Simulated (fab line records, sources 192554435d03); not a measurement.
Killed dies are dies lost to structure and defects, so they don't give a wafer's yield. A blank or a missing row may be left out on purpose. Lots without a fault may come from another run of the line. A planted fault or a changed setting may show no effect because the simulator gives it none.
Which tool did it? | flow n5_finfet | 12 lots, 36 wafers sampled, at 3 steps of a route of 1938

WHAT THE GAUGES READ, wafer by wafer
N5_BEOL_M11_CD_MEAS_18: pitch 140 nm, target cd 70 nm. Usual: cd_nm 69.9 nm, standard deviation 0.8.
lot  | measured     | on        | cd_nm (nm)     | flag
L670 | day 10 13:19 | cd_sem-03 | 72.0 69.4 71.5 |
L669 | day 10 16:02 | cd_sem-01 | 70.4 70.0 69.0 |
L671 | day 10 23:47 | cd_sem-01 | 70.0 68.6 70.4 |
L672 | day 11 04:49 | cd_sem-03 | 69.4 70.3 69.9 |
L673 | day 11 11:44 | cd_sem-03 | 70.0 69.0 70.8 |
L674 | day 11 17:28 | cd_sem-03 | 70.3 70.5 70.2 |
L676 | day 11 23:50 | cd_sem-01 | 70.3 70.0 69.7 |
L679 | day 12 19:29 | cd_sem-01 | 69.7 69.4 69.8 |
L682 | day 14 02:34 | cd_sem-03 | 70.3 69.1 69.2 |
L685 | day 14 10:54 | cd_sem-01 | 68.3 69.7 70.5 |
L690 | day 15 23:35 | cd_sem-03 | 68.7 69.8 70.4 |
L691 | day 16 02:27 | cd_sem-03 | 70.3 70.1 68.6 |

WHICH TOOL RAN EACH LOT (tool, then ch and the chambers of the sampled wafers, then the start)
lot  | N5_BEOL_M11_CURE_71           | N5_BEOL_M11_HM_DEP_02
L670 | uv_cure-03 ch 0, day 10 11:48 | pvd_sputter-02, day 10 12:25
L669 | uv_cure-02 ch 2, day 10 14:23 | pvd_sputter-01, day 10 15:04
L671 | uv_cure-03 ch 2, day 10 21:53 | pvd_sputter-03, day 10 22:44
L672 | uv_cure-01 ch 1, day 11 02:35 | pvd_sputter-02, day 11 03:54
L673 | uv_cure-03 ch 2, day 11 09:35 | pvd_sputter-03, day 11 10:42
L674 | uv_cure-02 ch 1, day 11 15:09 | pvd_sputter-03, day 11 15:56
L676 | uv_cure-03 ch 2, day 11 21:17 | pvd_sputter-02, day 11 22:44
L679 | uv_cure-03 ch 0, day 12 17:47 | pvd_sputter-02, day 12 18:26
L682 | uv_cure-03 ch 1, day 13 20:13 | pvd_sputter-03, day 14 01:30
L685 | uv_cure-01 ch 2, day 14 06:25 | pvd_sputter-01, day 14 09:44
L690 | uv_cure-01 ch 0, day 15 20:43 | pvd_sputter-01, day 15 22:19
L691 | uv_cure-02 ch 1, day 15 23:34 | pvd_sputter-03, day 16 01:30
- N5_BEOL_M11_CURE_71: cures SiCOH lowk, time 240 s.
- N5_BEOL_M11_HM_DEP_02: deposits TiN, target thk 20 nm.

WHAT THE TOOLS THEMSELVES READ (means of the sampled wafers that have a number; where no wafer has one, the mark that the record gives instead)
N5_BEOL_M11_CURE_71. Usual: lamp_power_pct 52.32 %, standard deviation 0.055; wafer_temp_C_max 386.8, standard deviation 0.58.
lot  | tool       | lamp_power_pct (%) | wafer_temp_C_max | flag
L670 | uv_cure-03 | 52.29              | 386.5            |
L669 | uv_cure-02 | 52.32              | 387.4            |
L671 | uv_cure-03 | 52.36              | 387.0            |
L672 | uv_cure-01 | 52.31              | 385.8            |
L673 | uv_cure-03 | 52.33              | 386.5            |
L674 | uv_cure-02 | 52.23              | 386.2            |
L676 | uv_cure-03 | 52.34              | 386.7            |
L679 | uv_cure-03 | 52.33              | 386.5            |
L682 | uv_cure-03 | 52.34              | 387.4            |
L685 | uv_cure-01 | 52.33              | 386.4            |
L690 | uv_cure-01 | 52.31              | 386.5            |
L691 | uv_cure-02 | 52.27              | 386.2            |

N5_BEOL_M11_HM_DEP_02. Usual: substrate_temp_c 25.00 C, standard deviation 0.1; throttle_valve_pct 29.7 %, standard deviation 0.97.
lot  | tool           | substrate_temp_c (C) | throttle_valve_pct (%) | flag
L670 | pvd_sputter-02 | 25.02                | 29.9                   |
L669 | pvd_sputter-01 | 24.91                | 29.8                   |
L671 | pvd_sputter-03 | 25.03                | 30.0                   |
L672 | pvd_sputter-02 | 25.12                | 29.5                   |
L673 | pvd_sputter-03 | 24.92                | 29.6                   |
L674 | pvd_sputter-03 | 25.00                | 29.1                   |
L676 | pvd_sputter-02 | 24.98                | 29.9                   |
L679 | pvd_sputter-02 | 24.92                | 29.9                   |
L682 | pvd_sputter-03 | 24.98                | 29.1                   |
L685 | pvd_sputter-01 | 24.96                | 30.1                   |
L690 | pvd_sputter-01 | 25.08                | 30.5                   |
L691 | pvd_sputter-03 | 25.00                | 29.4                   |

THE ANSWER, worked out from the rows above alone
Rule: a lot is off if the mean of its wafers that have a number lies more than 3 standard deviations from the usual mean. A lot without any number at a reading at which 4 lots or more have one is off too. The other lots that the step has rows for count as sound. The gauges are gone through in route order, then the tools' own readings, and for those a lot's mean is taken as printed above. The first step at which some lot is off is used, and at that step the reading that is off furthest; a lot without a number counts as furthest.
No lot is off at any reading shown: from this, nothing can be told.

WHAT THE SIMULATOR HAD PUT IN
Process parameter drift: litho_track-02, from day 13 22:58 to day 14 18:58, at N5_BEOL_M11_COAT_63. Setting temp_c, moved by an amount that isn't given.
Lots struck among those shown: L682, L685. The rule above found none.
